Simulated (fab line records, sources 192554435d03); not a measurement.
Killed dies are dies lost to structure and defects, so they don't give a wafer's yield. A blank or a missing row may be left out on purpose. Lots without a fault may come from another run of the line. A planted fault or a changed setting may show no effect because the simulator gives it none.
Split-lot experiment | flow n5_finfet | 7 lots, 39 wafers read, on a route of 1938 steps

THE SPLIT
At N5_BEOL_M11_PECVD_70 (deposits SiO2 from TEOS/O2, target thk 20 nm, time 22.7 s), the setting time_s was moved away from the recipe's 22.7 s on 15 of the 39 wafers read, by -26.6% to +48.0%. The other wafers ran this setting at the recipe's value.

FROM THE SPLIT TO THE READING: what the file shows between them, 4 steps
- N5_BEOL_M11_HM_DEP_02: deposits TiN, target thk 20 nm
- N5_BEOL_M11_COAT_59: time 60 s, resist thk 100 nm
- N5_BEOL_M11_ECD_50: material Cu, target thk 318 nm
- N5_BEOL_M11_ANNEAL_51: time 90 s

THE READING
barrier_field_endpoint_s, in s, at N5_BEOL_M11_CMP_52 (polishes, stops on SiCOH lowk, t overpolish 7 s, target thk 140 nm). Fault-free wafers of this fab line usually give 29.1 s, standard deviation 0.78 s.

wafer  | tool, chamber at the split | time_s as run, s | against the recipe | barrier_field_endpoint_s, s | against lot-mates on the recipe
L074.2 | pecvd-02, 1                | 22.7             | recipe             | 28.3                        | -
L074.1 | pecvd-02, 0                | 22.7             | recipe             | 29.7                        | -
L074.4 | pecvd-02, 1                | 22.7             | recipe             | 28.4                        | -
L074.3 | pecvd-02, 0,1              | 33.6             | +48.0%             | 39.8                        | +11.0
L074.5 | pecvd-02, 0,1              | 33.6             | +48.0%             | 40.7                        | +11.9
L074.6 | pecvd-02, 0                | 33.6             | +48.0%             | 40.2                        | +11.4
L075.4 | pecvd-02, 0,1              | 22.7             | recipe             | 28.9                        | -
L075.1 | pecvd-02, 1                | 22.7             | recipe             | 29.0                        | -
L075.3 | pecvd-02, 0,1              | 22.7             | recipe             | 30.0                        | -
L080.4 | pecvd-04, 0                | 31.5             | +38.8%             | 37.5                        | +9.0
L080.1 | pecvd-04, 0                | 22.7             | recipe             | 28.6                        | -
L080.3 | pecvd-04, 2                | 22.7             | recipe             | 29.0                        | -
L080.2 | pecvd-04, 1                | 31.5             | +38.8%             | 37.5                        | +9.0
L080.6 | pecvd-04, 1                | 22.7             | recipe             | 28.0                        | -
L080.5 | pecvd-04, 2                | 31.5             | +38.8%             | 37.3                        | +8.8
L078.1 | pecvd-02, 2,0              | 22.7             | recipe             | 29.7                        | -
L078.2 | pecvd-02, 2,0              | 22.7             | recipe             | 29.1                        | -
L078.4 | pecvd-02, 2                | 22.7             | recipe             | 29.2                        | -
L078.3 | pecvd-02, 1                | 26.12            | +15.1%             | 32.2                        | +2.9
L078.5 | pecvd-02, 1                | 26.12            | +15.1%             | 34.1                        | +4.8
L078.6 | pecvd-02, 0                | 26.12            | +15.1%             | 33.1                        | +3.8
L082.2 | pecvd-04, 0                | 22.7             | recipe             | 28.7                        | -
L082.4 | pecvd-04, 1,2              | 22.7             | recipe             | 29.0                        | -
L082.3 | pecvd-04, 1,2              | 22.7             | recipe             | 28.6                        | -
L082.1 | pecvd-04, 2                | 22.7             | recipe             | 28.5                        | -
L082.5 | pecvd-04, 1,0              | 22.7             | recipe             | 29.6                        | -
L082.6 | pecvd-04, 1,0              | 22.7             | recipe             | 30.2                        | -
L091.3 | pecvd-03, 1,0              | 28.95            | +27.5%             | 36.4                        | +7.1
L091.2 | pecvd-03, 2                | 22.7             | recipe             | 28.9                        | -
L091.4 | pecvd-03, 1                | 28.95            | +27.5%             | 35.4                        | +6.1
L091.1 | pecvd-03, 1,0              | 28.95            | +27.5%             | 34.8                        | +5.5
L091.5 | pecvd-03, 2,0              | 22.7             | recipe             | 29.9                        | -
L091.6 | pecvd-03, 2,0              | 22.7             | recipe             | 29.2                        | -
L094.4 | pecvd-04, 1                | 16.66            | -26.6%             | 22.5                        | -6.2
L094.1 | pecvd-04, 0                | 16.66            | -26.6%             | 22.1                        | -6.6
L094.2 | pecvd-04, 2,1              | 22.7             | recipe             | 28.3                        | -
L094.3 | pecvd-04, 2,1              | 22.7             | recipe             | 28.8                        | -
L094.6 | pecvd-04, 0                | 16.66            | -26.6%             | 22.3                        | -6.4
L094.5 | pecvd-04, 2                | 22.7             | recipe             | 29.1                        | -
Where a row lists several chambers, the file gives one row for several wafers and doesn't say which wafer went through which chamber.

THE FIT
A straight line over all 39 wafers: barrier_field_endpoint_s changes by +0.234 s for each +1% of time_s; r = +0.99; the points scatter about the line by 0.62 s.
The same after taking each lot's own level away (the mean of its wafers on the recipe; 39 wafers): +0.235 s for each +1%; r = +0.99; scatter 0.52 s.
On that fit, the largest move of time_s shifts the reading by 11 s.
The lots' own levels span 28.53 to 29.33 s, that is 1.0 times the standard deviation above.
So the lot-to-lot level changes the slope little: the two slopes agree.
Check: with one of the wafers moved furthest among these (+48.0%) left out of the fit, the line predicts +11.3 s for it against its lot-mates. It came out at +11 s against them.

OTHER SPLITS ON THESE WAFERS
These wafers also went through other splits before the reading. Each is held against what the fit with the lots' levels taken away leaves over:
other split on the same wafers      | wafers away from the commonest value | r with barrier_field_endpoint_s (lot level and that fit taken away)
N5_BEOL_M4_HM_DEP_02 target_thk_a   | 15                                   | -0.10
N5_BEOL_M7_ETCH_66 time_s           | 12                                   | +0.01
N5_BEOL_M10_ILD_DEP_00 target_thk_a | 15                                   | +0.13

THE WHOLE CHAIN: every reading that the file lists as answering this split, in the file's order
step                 | what it does                                                       | reading                                                                           | change (the file's fit)               | r (the file's)
N5_BEOL_M11_PECVD_70 | deposits SiO2 from TEOS/O2, target thk 20 nm, time 22.7 s          | SiO2_of_BEOL_M11_PECVD_70.thk_nm (the simulator's own value, which no gauge read) | +0.194 nm for each +1% of the setting | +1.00
N5_BEOL_M11_CMP_52   | polishes, stops on SiCOH lowk, t overpolish 7 s, target thk 140 nm | barrier_field_endpoint_s                                                          | +0.235 s for each +1% of the setting  | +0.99

THE FILE'S OWN FIT
barrier_field_endpoint_s changes by +0.235 s for each +1% of time_s, r = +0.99.
